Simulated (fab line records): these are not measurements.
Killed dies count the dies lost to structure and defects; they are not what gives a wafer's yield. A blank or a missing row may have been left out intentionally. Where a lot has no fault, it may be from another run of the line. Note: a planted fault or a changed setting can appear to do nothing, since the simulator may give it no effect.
What tool caused it? || flow n5Finfet || 12 lots, 36 wafers sampled, at 2 steps of a route of 1938

== WHAT THE GAUGES READ, wafer by wafer ==
N5_BEOL_M7_INSPECT_13: inspects for defects (brightfield).
{"lot": "L076", "measured": "day 8 15:23", "on": "defectInspect-02", "rawDefectCount": "530 424 512"}
{"lot": "L077", "measured": "day 9 04:04", "on": "defectInspect-02", "rawDefectCount": "484 447 436"}
{"lot": "L079", "measured": "day 9 13:12", "on": "defectInspect-02", "rawDefectCount": "295 372 350"}
{"lot": "L080", "measured": "day 12 05:19", "on": "defectInspect-01", "rawDefectCount": "498 437 489"}
{"lot": "L083", "measured": "day 12 15:10", "on": "defectInspect-02", "rawDefectCount": "292 366 367"}
{"lot": "L084", "measured": "day 12 19:05", "on": "defectInspect-01", "rawDefectCount": "362 442 326"}
{"lot": "L088", "measured": "day 12 21:22", "on": "defectInspect-01", "rawDefectCount": "482 415 441"}
{"lot": "L089", "measured": "day 13 02:26", "on": "defectInspect-02", "rawDefectCount": "445 561 360"}
{"lot": "L092", "measured": "day 13 12:17", "on": "defectInspect-02", "rawDefectCount": "441 355 483"}
{"lot": "L094", "measured": "day 14 06:47", "on": "defectInspect-01", "rawDefectCount": "322 407 301"}
{"lot": "L096", "measured": "day 14 22:08", "on": "defectInspect-02", "rawDefectCount": "338 404 338"}
{"lot": "L097", "measured": "day 15 07:26", "on": "defectInspect-02", "rawDefectCount": "412 459 547"}

== TOOL THAT RAN EACH LOT (tool first, then ch and the chambers of the sampled wafers, then the start) ==
{"lot": "L076", "N5_BEOL_M7_CURE_74": "uvCure-01 ch 0, day 8 14:24"}
{"lot": "L077", "N5_BEOL_M7_CURE_74": "uvCure-03 ch 0, day 9 02:42"}
{"lot": "L079", "N5_BEOL_M7_CURE_74": "uvCure-03 ch 1, day 9 12:12"}
{"lot": "L080", "N5_BEOL_M7_CURE_74": "uvCure-03 ch 2, day 12 01:58"}
{"lot": "L083", "N5_BEOL_M7_CURE_74": "uvCure-02 ch 0, day 12 12:07"}
{"lot": "L084", "N5_BEOL_M7_CURE_74": "uvCure-03 ch 1, day 12 17:10"}
{"lot": "L088", "N5_BEOL_M7_CURE_74": "uvCure-02 ch 0, day 12 20:10"}
{"lot": "L089", "N5_BEOL_M7_CURE_74": "uvCure-03 ch 1, day 13 00:34"}
{"lot": "L092", "N5_BEOL_M7_CURE_74": "uvCure-03 ch 0, day 13 10:17"}
{"lot": "L094", "N5_BEOL_M7_CURE_74": "uvCure-03 ch 1, day 14 05:16"}
{"lot": "L096", "N5_BEOL_M7_CURE_74": "uvCure-02 ch 0, day 14 18:16"}
{"lot": "L097", "N5_BEOL_M7_CURE_74": "uvCure-03 ch 1, day 15 05:18"}
- N5_BEOL_M7_CURE_74: cures SiCOH lowk, time 240 s.

== THE ANSWER, worked out from the rows above alone ==
Rule: the lots themselves supply what counts as usual. Put in order of their means at a reading, lots are off if they are a third of the lots or fewer, leave a main group of 4 or more, and stand apart from it by a gap of 3 or more times the standard deviation of the main group's means; of several such gaps the widest counts. The tables above print the reading to a certain number of digits; a main group whose means all agree to those digits is not used. Also off: a lot with no number at a reading for which 4 or more lots have one. Where the step has rows for the other lots, those lots are counted as sound.
Across all readings shown, no lot is off: no conclusion can be drawn from this.

== WHAT THE SIMULATOR HAD INSERTED ==
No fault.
